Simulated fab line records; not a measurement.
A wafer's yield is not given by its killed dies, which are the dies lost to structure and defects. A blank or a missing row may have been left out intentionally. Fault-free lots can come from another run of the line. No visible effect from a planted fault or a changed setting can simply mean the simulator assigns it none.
Chamber matching + flow nand harc + 4 sister chambers for NHARC_P_M2_ETCH_35 on rie diel-01
The step etches the open film in N2/H2, target depth 40 nm, overetch 12 nm, time 43.94 s. 33 wafers are shown with their chamber, then 12 later ones without.

== WAFERS, EACH WITH ITS CHAMBER ==
| wafer  | chamber | drypump motor current A (A) | rf vpp V (V) | throttle valve pct (%) |
|--------|---------|-----------------------------|--------------|------------------------|
| L074.2 | 1       | 6.2                         | 426          | 14.165                 |
| L074.4 | 2       | 6.1                         | 425          | 14.179                 |
| L074.6 | 2       | 6.1                         | 427          | 14.185                 |
| L076.4 | 2       | 6.2                         | 426          | 14.184                 |
| L076.5 | 0       | 5.3                         | 428          | 14.157                 |
| L076.6 | 1       | 6.3                         | 428          | 14.163                 |
| L075.1 | 3       | 5.6                         | 435          | 14.172                 |
| L075.2 | 1       | 6.3                         | 428          | 14.173                 |
| L075.6 | 0       | 5.3                         | 429          | 14.172                 |
| L078.2 | 2       | 6.1                         | 426          | 14.184                 |
| L078.4 | 1       | 6.2                         | 428          | 14.165                 |
| L078.5 | 3       | 5.6                         | 435          | 14.167                 |
| L077.1 | 1       | 6.2                         | 428          | 14.168                 |
| L077.3 | 3       | 5.6                         | 433          | 14.182                 |
| L077.5 | 2       | 6.1                         | 428          | 14.189                 |
| L079.4 | 0       | 5.3                         | 427          | 14.186                 |
| L079.5 | 0       | 5.3                         | 428          | 14.166                 |
| L079.6 | 3       | 5.5                         | 435          | 14.175                 |
| L080.4 | 0       | 5.3                         | 428          | 14.169                 |
| L080.5 | 0       | 5.3                         | 429          | 14.164                 |
| L080.6 | 1       | 6.3                         | 430          | 14.181                 |
| L084.1 | 0       | 5.3                         | 428          | 14.179                 |
| L084.2 | 2       | 6.1                         | 427          | 14.167                 |
| L084.3 | 1       | 6.3                         | 427          | 14.177                 |
| L085.1 | 1       | 6.3                         | 427          | 14.167                 |
| L085.2 | 2       | 6.1                         | 427          | 14.174                 |
| L085.5 | 0       | 5.3                         | 429          | 14.166                 |
| L086.3 | 0       | 5.3                         | 428          | 14.174                 |
| L086.4 | 1       | 6.3                         | 429          | 14.176                 |
| L086.5 | 1       | 6.2                         | 426          | 14.167                 |
| L092.1 | 2       | 6.1                         | 426          | 14.172                 |
| L092.3 | 3       | 5.6                         | 434          | 14.179                 |
| L092.5 | 0       | 5.3                         | 428          | 14.172                 |

SIGNATURES, as means of the wafers listed above
| reading                 | chamber 0 | chamber 1 | chamber 2 | chamber 3 | scatter within a chamber |
|-------------------------|-----------|-----------|-----------|-----------|--------------------------|
| drypump motor current A | 5.300     | 6.260     | 6.112     | 5.580     | 0.0375                   |
| rf vpp V                | 428.20    | 427.70    | 426.50    | 434.40    | 0.963                    |
| throttle valve pct      | 14.17050  | 14.17020  | 14.17925  | 14.17500  | 0.00713                  |
Rule: a wafer lies at a distance from a chamber equal to the root of the sum of squares, over the readings, of (its reading less the chamber's mean, divided by the reading's scatter). If the next closest chamber is less than 2 further off than the closest, the wafer can't be placed; otherwise it belongs to the closest. The scatter: take each reading less its chamber's mean, square it, sum over the shown wafers, divide by the number of wafers less the number of chambers, and take the root.

== WAFERS WITHOUT THEIR CHAMBER ==
| wafer  | drypump motor current A (A) | rf vpp V (V) | throttle valve pct (%) |
|--------|-----------------------------|--------------|------------------------|
| L093.2 | 5.3                         | 425          | 14.167                 |
| L093.3 | 5.3                         | 427          | 14.188                 |
| L093.6 | 5.6                         | 434          | 14.182                 |
| L095.1 | 5.6                         | 433          | 14.174                 |
| L095.4 | 6.3                         | 428          | 14.171                 |
| L095.5 | 6.1                         | 426          | 14.178                 |
| L097.1 | 5.3                         | 425          | 14.159                 |
| L097.2 | 5.6                         | 434          | 14.189                 |
| L097.3 | 6.1                         | 426          | 14.178                 |
| L096.2 | 5.6                         | 434          | 14.181                 |
| L096.4 | 5.3                         | 426          | 14.147                 |
| L096.5 | 6.2                         | 428          | 14.173                 |

== EACH ONE'S CHAMBER ==
| wafer  | from the rows above     | in truth |
|--------|-------------------------|----------|
| L093.2 | 0                       | 0        |
| L093.3 | 0                       | 0        |
| L093.6 | 3                       | 3        |
| L095.1 | 3                       | 3        |
| L095.4 | 1                       | 1        |
| L095.5 | 2                       | 2        |
| L097.1 | 0                       | 0        |
| L097.2 | 3                       | 3        |
| L097.3 | 2                       | 2        |
| L096.2 | 3                       | 3        |
| L096.4 | 0                       | 0        |
| L096.5 | can't be placed: 1 or 2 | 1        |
Correct placement for 11 of the 12. Unplaceable from these rows: 1, with the true chamber sitting among the candidates in 1. Number placed wrongly: 0.
